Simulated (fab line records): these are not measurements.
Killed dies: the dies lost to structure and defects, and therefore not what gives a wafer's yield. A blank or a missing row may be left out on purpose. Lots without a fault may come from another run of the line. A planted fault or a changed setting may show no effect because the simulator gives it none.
fab line records | flow n5_finfet
record: lots: 5 | wafers: 15 | last_day: 16
route steps=1938 shown PMOS_HMC_CHANNEL_EPI@58 BEOL_M4@1111 PASSIVATION@1936
lots that met no fault: taken from a fault-free run of the same line
start_h: the number of hours between the record's first day and the start of the first shown wafer of the lot | wait_h: time in hours since the lot's previous step | " repeats the value in the row above | L1.1+2: a single row standing in for several wafers | - value missing, or start not given | * or withheld: withheld | < > ~ a bound
route shown NAME@n: names a module that has steps shown in the file, with the first one's number in the route | usual: the fault-free wafers' mean and standard deviation | same: alike in all rows | chamber/n: place in a boat | sites: per-site readings | _std_site: standard deviation across them | _edge_site: the outer-site mean with the inner-site mean subtracted | radius_mm: for every site, how far away it sits from the centre of the wafer | mask NAME#n: copy n | behind: tool/chamber where the wafer was last shaped | hold: the reason the lot was held/the length of the hold in hours/how it ended | device: the transistor (n, p or np) that didn't switch | end of line: the same wafers' tests at the end of the route | a step with no rows: only its recipe | killed: dies that structure and defects cost at the first sort, which is not the same as the wafer's yield | map: the dies of a wafer, with x for killed, . for not killed, _ for no die there
set.NAME: the setting the step ran with; set.NAME@STEP: the setting that earlier step ran with | model.NAME: the simulator's own value behind a step, which no gauge read
lots seen at some steps along the route; tables by step, rows by wafer
services: the hour from which a tool's chamber was out of use, counted from the record's first day as start_h (under 0 if before that day), plus the number of hours and why
== steps ==
step: N5_PMOS_HMC_CHANNEL_EPI_COAT_31
recipe: resist: BARC | temp_c: 205 | time_s: 60 | spin_rpm: 1500 | resist_thk_nm: 66
step: N5_PMOS_HMC_CHANNEL_EPI_COAT_03
recipe: resist: CAR-ArF-block | spin_rpm: 1500 | resist_thk_nm: 205
step: N5_PMOS_HMC_CHANNEL_EPI_EBR_05
recipe: solvent: PGMEA | ebr_width_mm: 1.5
step: N5_PMOS_HMC_CHANNEL_EPI_SOFTBAKE_04
recipe: temp_c: 110 | time_s: 60 | resist: CAR-ArF-block
step: N5_PMOS_HMC_CHANNEL_EPI_EXPOSE_06
recipe: mask_id: PMOS_HMC_BLK | na: 1.35 | source_shape: conventional | sigma_outer: 0.8 | polarization: unpolarized | target_cd_nm: 240 | dose_mj: 41
step: N5_PMOS_HMC_CHANNEL_EPI_PEB_07
recipe: peb_temp_c: 110 | peb_time_s: 60 | resist: CAR-ArF-block
step: N5_PMOS_HMC_CHANNEL_EPI_DEVELOP_08
recipe: develop_time_s: 30 | developer: TMAH | resist: CAR-ArF-block | dev_temp_c: 23 | rinse_liquid: diw | dry: air_spin
step: N5_PMOS_HMC_CHANNEL_EPI_DESCUM_14
recipe: chemistry: O2 | time_s: 7.9 | source_power_w: 50 | bias_power_w: 20 | pressure_mtorr: 20 | rf_frequency_hz: 2.712e+07 | temp_c: 40 | resist: CAR-ArF-block | o2_flow_sccm: 225
step: N5_PMOS_HMC_CHANNEL_EPI_ETCH_32
recipe: chemistry: N2/H2 | target: BARC | stop_on: SiO2 | target_depth_a: 858 | over_etch_frac: 0.3 | time_s: 50.3 | ion_energy_ev: 200 | mask_material: CAR-ArF-block | pressure_mtorr: 30 | source_w: 840 | bias_w: 150 | n2_flow_sccm: 200 | h2_flow_sccm: 200
step: N5_PMOS_HMC_CHANNEL_EPI_HM_OPEN_15
recipe: chemistry: CHF3/O2 | target: SiO2 | mask_material: CAR-ArF-block | target_depth_a: 406 | CHF3_flow_sccm: 50 | O2_flow_sccm: 5 | Ar_flow_sccm: 200 | time_s: 20.3 | pressure_mtorr: 30 | source_w: 650 | bias_w: 170 | ion_energy_ev: 200
usual: CHF3_flow_sccm: 50.00/0.15 | O2_flow_sccm: 4.999/0.015 | bias_w: 170.0/0.53 | chamber_pressure_mTorr: 30.00/0.033 | drypump_motor_current_A: 5.6/0.44 | oes_f_703_au: 0.77/0.074 | oes_product_au: 0.78/0.081 | rf_vpp_V: 523/8.4 | showerhead_plenum_p_Torr: 2.43/0.077 | throttle_valve_pct: 18.86/0.24
lot.wafer | tool        | chamber | start_h | wait_h | CHF3_flow_sccm | O2_flow_sccm | bias_w | chamber_pressure_mTorr | drypump_motor_current_A | oes_f_703_au | oes_product_au | rf_hours_counter_h | rf_vpp_V | showerhead_plenum_p_Torr | throttle_valve_pct | model.CAR-ArF-block_of_PMOS_HMC_CHANNEL_EPI_COAT_03.thk_nm
L131.2    | rie_diel-03 | 2       | 71.51   | 0.0    | -              | -            | -      | -                      | -                       | -            | -              | -                  | -        | -                        | -                  | 133.5
L131.4    | "           | 0       | "       | "      | -              | -            | -      | -                      | -                       | -            | -              | -                  | -        | -                        | -                  | 133.2
L131.6    | "           | 2       | "       | "      | -              | -            | -      | -                      | -                       | -            | -              | -                  | -        | -                        | -                  | 133.3
L132.2    | rie_diel-05 | 2       | 77.84   | 0.0    | -              | -            | -      | -                      | -                       | -            | -              | -                  | -        | -                        | -                  | 133.5
L132.4    | "           | 1       | "       | "      | -              | -            | -      | -                      | -                       | -            | -              | -                  | -        | -                        | -                  | 134.6
L132.5    | "           | 2       | "       | "      | -              | -            | -      | -                      | -                       | -            | -              | -                  | -        | -                        | -                  | 133
L133.1    | rie_diel-03 | 0       | 84.50   | 0.0    | -              | -            | -      | -                      | -                       | -            | -              | -                  | -        | -                        | -                  | 131.5
L133.2    | "           | 1       | "       | "      | -              | -            | -      | -                      | -                       | -            | -              | -                  | -        | -                        | -                  | 130.8
L133.6    | "           | 0       | "       | "      | -              | -            | -      | -                      | -                       | -            | -              | -                  | -        | -                        | -                  | 132.1
L137.2    | rie_diel-05 | 2       | 108.38  | 0.0    | 49.86          | 4.987        | 169.4  | 30.00                  | 6.4                     | 0.70         | 0.72           | 193                | 533      | 2.30                     | 19.13              | 93.58
L137.4    | "           | 0       | "       | "      | 50.01          | 4.979        | 170.0  | 30.00                  | 6.4                     | 0.71         | 0.71           | 210                | 526      | 2.39                     | 19.25              | 92.83
L137.5    | "           | 3       | "       | "      | 50.13          | 5.019        | 169.5  | 30.02                  | 5.5                     | 0.78         | 0.77           | -                  | 511      | 2.33                     | 19.04              | 90.34
L141.3    | rie_diel-02 | 2       | 132.12  | 0.0    | 50.00          | 5.023        | 170.4  | 30.04                  | 5.2                     | 0.79         | 0.77           | 149                | 511      | 2.40                     | 18.97              | 91.07
L141.5    | "           | 3       | "       | "      | 50.16          | 4.988        | 170.7  | 29.98                  | 5.8                     | 0.75         | 0.75           | -                  | 535      | 2.51                     | 18.92              | 92.27
L141.6    | "           | 0       | "       | "      | 49.96          | 4.989        | 169.8  | 30.00                  | 5.9                     | 0.92         | 0.95           | -                  | 534      | 2.56                     | 18.35              | 92.13
step: N5_PMOS_HMC_CHANNEL_EPI_STRIP_33
recipe: chemistry: N2/H2 | power_w: 500 | temp_c: 40 | pressure_mtorr: 50 | rf_frequency_hz: 6e+07 | overash_fraction: 0.3 | bias_power_w: 8 | h2_frac: 0.5 | n2_flow_sccm: 300 | h2_flow_sccm: 300
step: N5_BEOL_M4_RC_MEAS_101
usual: DIBL_N: 36.4/1.5 | DIBL_P: 36.6/1.9 | IOFF_N: 0.155/0.021 | IOFF_P: 0.211/0.028 | ION_N: 671/8.6 | ION_P: 462/5.8 | SS_N: 71.5/0.5 | SS_P: 73.4/0.58 | VT_N: 250.1/2.4 | VT_P: -250.1/3
lot.wafer | tool      | chamber | start_h | wait_h | DIBL_N[mV/V] | DIBL_P[mV/V] | IOFF_N[nA/um] | IOFF_P[nA/um] | ION_N[uA/um] | ION_P[uA/um] | SS_N[mV/dec] | SS_P[mV/dec] | VT_N[mV] | VT_P[mV]
L137.2    | prober-02 | 0       | 253.29  | 0.2    | 38.5         | 39.2         | 0.184         | 0.262         | 689          | 472          | 71.7         | 74.0         | 246.4    | -247.2
L137.4    | "         | 0       | "       | "      | 36.7         | 36.6         | 0.153         | 0.218         | 681          | 468          | 71.5         | 73.7         | 247.8    | -251.6
L137.5    | "         | 0       | "       | "      | 36.9         | 36.5         | 0.154         | 0.214         | 664          | 458          | 72.1         | 73.5         | 247.7    | -249.8
L141.3    | prober-01 | 0       | 280.74  | 0.3    | 35.4         | 35.2         | 0.144         | 0.181         | 667          | 459          | 71.4         | 72.3         | 249.7    | -251.8
L141.5    | "         | 0       | "       | "      | 37.1         | 37.6         | 0.171         | 0.207         | 675          | 462          | 71.4         | 73.2         | 248.3    | -250.1
L141.6    | "         | 0       | "       | "      | 36.6         | 36.8         | 0.162         | 0.199         | 672          | 460          | 71.6         | 73.7         | 248.5    | -251.7
step: N5_PASSIVATION_PROBE_49
usual: defect_limited_yield: 91.5/1.4 | killed_at_M0_to_M3: 33/10 | killed_at_M4_up: 13/5 | killed_at_contacts: 13/5.6 | killed_at_front_end: 38/12 | killed_at_other: 3.9/2.7 | killed_dies: 100/16 | killed_on_rim: 13/4 | killed_open: 66/13 | killed_short: 32/7.2 | sort_bin_5_function: 5.0/0.97 | sort_bin_6_memory: 3.2/0.61 | sort_n_pass: 1080/16 | sort_yield_pct: 91.5/1.4
same: gross_dies: 1180 | killed_at_back_side: 0 | sort_bin_4_leakage[%]: 0 | sort_bin_8_speed[%]: 0
lot.wafer | tool      | chamber | start_h | wait_h | defect_limited_yield[%] | killed_at_M0_to_M3 | killed_at_M4_up | killed_at_contacts | killed_at_front_end | killed_at_other | killed_dies | killed_on_rim | killed_open | killed_short | sort_bin_5_function[%] | sort_bin_6_memory[%] | sort_n_pass | sort_yield_pct[%]
L132.2    | prober-02 | -       | 327.17  | 0.1    | 0                       | 29                 | 12              | 9                  | 1128                | 2               | 1180        | 152           | 62          | 28           | 97.1                   | 2.7                  | 0           | 0
L132.4    | prober-02 | -       | 327.27  | 0.2    | 0                       | 16                 | 13              | 17                 | 1133                | 1               | 1180        | 152           | 75          | 29           | 96.9                   | 3.0                  | 0           | 0
L132.5    | prober-02 | -       | 327.32  | 0.2    | 0                       | 48                 | 15              | 15                 | 1098                | 4               | 1180        | 152           | 92          | 34           | 94.6                   | 5.0                  | 0           | 0
L131.2    | prober-01 | -       | 329.88  | 0.1    | 0                       | 31                 | 19              | 4                  | 1120                | 6               | 1180        | 152           | 74          | 24           | 95.8                   | 3.6                  | 0           | 0
L131.4    | prober-01 | -       | 329.98  | 0.2    | 0                       | 36                 | 15              | 10                 | 1111                | 8               | 1180        | 152           | 84          | 39           | 96.4                   | 3.4                  | 0           | 0
L131.6    | prober-01 | -       | 330.08  | 0.3    | 0                       | 43                 | 24              | 7                  | 1102                | 4               | 1180        | 152           | 102         | 31           | 94.7                   | 5.0                  | 0           | 0
L133.1    | prober-02 | -       | 336.29  | 0.0    | 0                       | 27                 | 13              | 8                  | 1127                | 5               | 1180        | 152           | 63          | 33           | 96.6                   | 3.1                  | 0           | 0
L133.2    | prober-02 | -       | 336.34  | 0.1    | 0                       | 31                 | 5               | 9                  | 1127                | 8               | 1180        | 152           | 52          | 31           | 97.4                   | 2.6                  | 0           | 0
L133.6    | prober-02 | -       | 336.54  | 0.3    | 0                       | 39                 | 6               | 17                 | 1116                | 2               | 1180        | 152           | 68          | 26           | 97.1                   | 2.6                  | 0           | 0
killed by level:class
L132.2 PMOS_HMC_CHANNEL_EPI:area_open=1090 FIN_SAQP:geometric_particle:open=13 STI_FIN_REVEAL:geometric_particle:open=6 MOL_CONTACT_COAG:geometric_particle:open=6 BEOL_M0_SAQP:geometric_particle:open=6 BEOL_M1:geometric_particle:open=5 BEOL_M3:geometric_particle:open=5 BEOL_M4:geometric_particle:open=5
L132.4 PMOS_HMC_CHANNEL_EPI:area_open=1075 FIN_SAQP:geometric_particle:open=21 MOL_CONTACT_COAG:geometric_particle:open=13 STI_FIN_REVEAL:geometric_particle:open=9 BEOL_M1:geometric_particle:open=8 FIN_SAQP:geometric_particle:short=6 BEOL_M5:geometric_particle:open=6 STARTING-WAFER:geometric_particle:open=5
L132.5 PMOS_HMC_CHANNEL_EPI:area_open=1053 FIN_SAQP:geometric_particle:open=12 MOL_CONTACT_COAG:geometric_particle:open=12 BEOL_M0_SAQP:geometric_particle:open=12 BEOL_M1:geometric_particle:open=12 BEOL_M0_SAQP:geometric_particle:short=10 STI_FIN_REVEAL:geometric_particle:open=8 BEOL_M3:geometric_particle:open=7
L131.2 PMOS_HMC_CHANNEL_EPI:area_open=1082 STI_FIN_REVEAL:geometric_particle:open=19 BEOL_M0_SAQP:geometric_particle:open=15 BEOL_M4:geometric_particle:open=10 BEOL_M0_SAQP:geometric_particle:short=8 FIN_SAQP:geometric_particle:open=7 BEOL_M1:geometric_particle:open=6 GATE_CUT:geometric_particle:short=5
L131.4 PMOS_HMC_CHANNEL_EPI:area_open=1057 STI_FIN_REVEAL:geometric_particle:open=19 FIN_SAQP:geometric_particle:open=11 BEOL_M0_SAQP:geometric_particle:short=9 MOL_CONTACT_COAG:geometric_particle:open=8 BEOL_M0_SAQP:geometric_particle:open=8 BEOL_M2:geometric_particle:open=7 BEOL_M4:geometric_particle:open=7
L131.6 PMOS_HMC_CHANNEL_EPI:area_open=1046 STI_FIN_REVEAL:geometric_particle:open=18 FIN_SAQP:geometric_particle:open=16 BEOL_M0_SAQP:geometric_particle:open=14 BEOL_M0_SAQP:geometric_particle:short=10 BEOL_M4:geometric_particle:open=8 BEOL_M7:geometric_particle:open=7 MOL_CONTACT_COAG:geometric_particle:open=6
L133.1 PMOS_HMC_CHANNEL_EPI:area_open=1082 FIN_SAQP:geometric_particle:open=12 BEOL_M2:geometric_particle:open=9 STI_FIN_REVEAL:geometric_particle:open=7 MOL_CONTACT_COAG:geometric_particle:open=7 FIN_SAQP:geometric_particle:short=6 SPACER0:geometric_particle:short=6 BEOL_M4:geometric_particle:open=6
L133.2 PMOS_HMC_CHANNEL_EPI:area_open=1097 BEOL_M1:geometric_particle:open=9 FIN_SAQP:geometric_particle:open=8 FIN_SAQP:geometric_particle:short=5 MOL_CONTACT_COAG:geometric_particle:open=5 BEOL_M0_SAQP:geometric_particle:short=5 BEOL_M0_SAQP:geometric_particle:open=5 GATE_CUT:geometric_particle:open=4
L133.6 PMOS_HMC_CHANNEL_EPI:area_open=1086 MOL_CONTACT_COAG:geometric_particle:open=14 FIN_SAQP:geometric_particle:open=12 BEOL_M0_SAQP:geometric_particle:open=10 BEOL_M0_SAQP:geometric_particle:short=9 BEOL_M2:geometric_particle:open=8 DUMMY_GATE:geometric_particle:open=4 BEOL_M3:geometric_particle:open=4
map L131.2 (x killed, . not)
_________________xxxxxxxxxxxx________________
______________xxxxxxxxxxxxxxxxxx_____________
___________xxxxxxxxxxxxxxxxxxxxxxxx__________
__________xxxxxxxxxxxxxxxxxxxxxxxxxx_________
________xxxxxxxxxxxxxxxxxxxxxxxxxxxxxx_______
_______xxxxxxxxxxxxxxxxxxxxxxxxxxxxxxxx______
______xxxxxxxxxxxxxxxxxxxxxxxxxxxxxxxxxx_____
_____xxxxxxxxxxxxxxxxxxxxxxxxxxxxxxxxxxxx____
____xxxxxxxxxxxxxxxxxxxxxxxxxxxxxxxxxxxxxx___
___xxxxxxxxxxxxxxxxxxxxxxxxxxxxxxxxxxxxxxxx__
___xxxxxxxxxxxxxxxxxxxxxxxxxxxxxxxxxxxxxxxx__
__xxxxxxxxxxxxxxxxxxxxxxxxxxxxxxxxxxxxxxxxxx_
__xxxxxxxxxxxxxxxxxxxxxxxxxxxxxxxxxxxxxxxxxx_
_xxxxxxxxxxxxxxxxxxxxxxxxxxxxxxxxxxxxxxxxxxxx
_xxxxxxxxxxxxxxxxxxxxxxxxxxxxxxxxxxxxxxxxxxxx
_xxxxxxxxxxxxxxxxxxxxxxxxxxxxxxxxxxxxxxxxxxxx
_xxxxxxxxxxxxxxxxxxxxxxxxxxxxxxxxxxxxxxxxxxxx
_xxxxxxxxxxxxxxxxxxxxxxxxxxxxxxxxxxxxxxxxxxxx
_xxxxxxxxxxxxxxxxxxxxxxxxxxxxxxxxxxxxxxxxxxxx
_xxxxxxxxxxxxxxxxxxxxxxxxxxxxxxxxxxxxxxxxxxxx
_xxxxxxxxxxxxxxxxxxxxxxxxxxxxxxxxxxxxxxxxxxxx
__xxxxxxxxxxxxxxxxxxxxxxxxxxxxxxxxxxxxxxxxxx_
__xxxxxxxxxxxxxxxxxxxxxxxxxxxxxxxxxxxxxxxxxx_
___xxxxxxxxxxxxxxxxxxxxxxxxxxxxxxxxxxxxxxxx__
___xxxxxxxxxxxxxxxxxxxxxxxxxxxxxxxxxxxxxxxx__
____xxxxxxxxxxxxxxxxxxxxxxxxxxxxxxxxxxxxxx___
_____xxxxxxxxxxxxxxxxxxxxxxxxxxxxxxxxxxxx____
______xxxxxxxxxxxxxxxxxxxxxxxxxxxxxxxxxx_____
_______xxxxxxxxxxxxxxxxxxxxxxxxxxxxxxxx______
________xxxxxxxxxxxxxxxxxxxxxxxxxxxxxx_______
__________xxxxxxxxxxxxxxxxxxxxxxxxxx_________
___________xxxxxxxxxxxxxxxxxxxxxxxx__________
______________xxxxxxxxxxxxxxxxxx_____________
_________________xxxxxxxxxxxx________________
map L132.2 (x killed, . not)
_________________xxxxxxxxxxxx________________
______________xxxxxxxxxxxxxxxxxx_____________
___________xxxxxxxxxxxxxxxxxxxxxxxx__________
__________xxxxxxxxxxxxxxxxxxxxxxxxxx_________
________xxxxxxxxxxxxxxxxxxxxxxxxxxxxxx_______
_______xxxxxxxxxxxxxxxxxxxxxxxxxxxxxxxx______
______xxxxxxxxxxxxxxxxxxxxxxxxxxxxxxxxxx_____
_____xxxxxxxxxxxxxxxxxxxxxxxxxxxxxxxxxxxx____
____xxxxxxxxxxxxxxxxxxxxxxxxxxxxxxxxxxxxxx___
___xxxxxxxxxxxxxxxxxxxxxxxxxxxxxxxxxxxxxxxx__
___xxxxxxxxxxxxxxxxxxxxxxxxxxxxxxxxxxxxxxxx__
__xxxxxxxxxxxxxxxxxxxxxxxxxxxxxxxxxxxxxxxxxx_
__xxxxxxxxxxxxxxxxxxxxxxxxxxxxxxxxxxxxxxxxxx_
_xxxxxxxxxxxxxxxxxxxxxxxxxxxxxxxxxxxxxxxxxxxx
_xxxxxxxxxxxxxxxxxxxxxxxxxxxxxxxxxxxxxxxxxxxx
_xxxxxxxxxxxxxxxxxxxxxxxxxxxxxxxxxxxxxxxxxxxx
_xxxxxxxxxxxxxxxxxxxxxxxxxxxxxxxxxxxxxxxxxxxx
_xxxxxxxxxxxxxxxxxxxxxxxxxxxxxxxxxxxxxxxxxxxx
_xxxxxxxxxxxxxxxxxxxxxxxxxxxxxxxxxxxxxxxxxxxx
_xxxxxxxxxxxxxxxxxxxxxxxxxxxxxxxxxxxxxxxxxxxx
_xxxxxxxxxxxxxxxxxxxxxxxxxxxxxxxxxxxxxxxxxxxx
__xxxxxxxxxxxxxxxxxxxxxxxxxxxxxxxxxxxxxxxxxx_
__xxxxxxxxxxxxxxxxxxxxxxxxxxxxxxxxxxxxxxxxxx_
___xxxxxxxxxxxxxxxxxxxxxxxxxxxxxxxxxxxxxxxx__
___xxxxxxxxxxxxxxxxxxxxxxxxxxxxxxxxxxxxxxxx__
____xxxxxxxxxxxxxxxxxxxxxxxxxxxxxxxxxxxxxx___
_____xxxxxxxxxxxxxxxxxxxxxxxxxxxxxxxxxxxx____
______xxxxxxxxxxxxxxxxxxxxxxxxxxxxxxxxxx_____
_______xxxxxxxxxxxxxxxxxxxxxxxxxxxxxxxx______
________xxxxxxxxxxxxxxxxxxxxxxxxxxxxxx_______
__________xxxxxxxxxxxxxxxxxxxxxxxxxx_________
___________xxxxxxxxxxxxxxxxxxxxxxxx__________
______________xxxxxxxxxxxxxxxxxx_____________
_________________xxxxxxxxxxxx________________
== services ==
tool        | chamber | start_h | hours | kind
rie_diel-02 | 1       | 50.08   | -     | clean
rie_diel-02 | 1       | 50.08   | -     | consumable_replace:focus_ring
rie_diel-02 | 1       | 50.08   | 16.5  | scheduled_down
rie_diel-02 | 1       | 50.08   | 16.5  | vent_cycle
rie_diel-02 | 0       | 66.60   | -     | clean
rie_diel-02 | 0       | 66.60   | -     | consumable_replace:focus_ring
rie_diel-02 | 0       | 66.60   | -     | consumable_replace:showerhead
rie_diel-02 | 0       | 66.60   | 20.8  | scheduled_down
rie_diel-02 | 0       | 66.60   | 20.8  | vent_cycle
rie_diel-03 | 1       | 71.18   | 4.8   | repair
rie_diel-05 | 1       | 79.88   | 4.9   | repair
rie_diel-02 | 1       | 110.06  | 6.0   | repair
rie_diel-03 | -       | 130.92  | 0.7   | repair
== key ==
first_sign: step: N5_PMOS_HMC_CHANNEL_EPI_HM_OPEN_15 | reading: tool_record | direction: missing
effect: step: N5_PASSIVATION_PROBE_49 | reading: sort_bin_5_function | direction: up | sigmas: 94 | usual: 5.0 | struck: 96.3
model_effect: step: N5_PMOS_HMC_CHANNEL_EPI_HM_OPEN_15 | value: CAR-ArF-block_of_PMOS_HMC_CHANNEL_EPI_COAT_03.thk_nm | without: 92.29 | struck: 132.8
more_kills_born_at: N5_PMOS_HMC_CHANNEL_EPI_HM_OPEN_15@rie_diel-03: 6450 | N5_PMOS_HMC_CHANNEL_EPI_HM_OPEN_15@rie_diel-05: 3218
met_at N5_PMOS_HMC_CHANNEL_EPI_HM_OPEN_15
struck_wafers L131.2,L131.4,L131.6,L132.2,L132.4,L132.5,L133.1,L133.2,L133.6
later_rows_left_out L131.2,L131.4,L131.6,L132.2,L132.4,L132.5,L133.1,L133.2,L133.6
fault: kind: skipped_step_whole | tool: rie_diel-03,rie_diel-05 | chamber: - | onset_h: 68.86 | steps: N5_PMOS_HMC_CHANNEL_EPI_HM_OPEN_15 | scope: struck_lots_only
later_rows_left_out: the simulator's readings of these wafers behind a module that went badly wrong aren't trusted and aren't shown, but for the sort
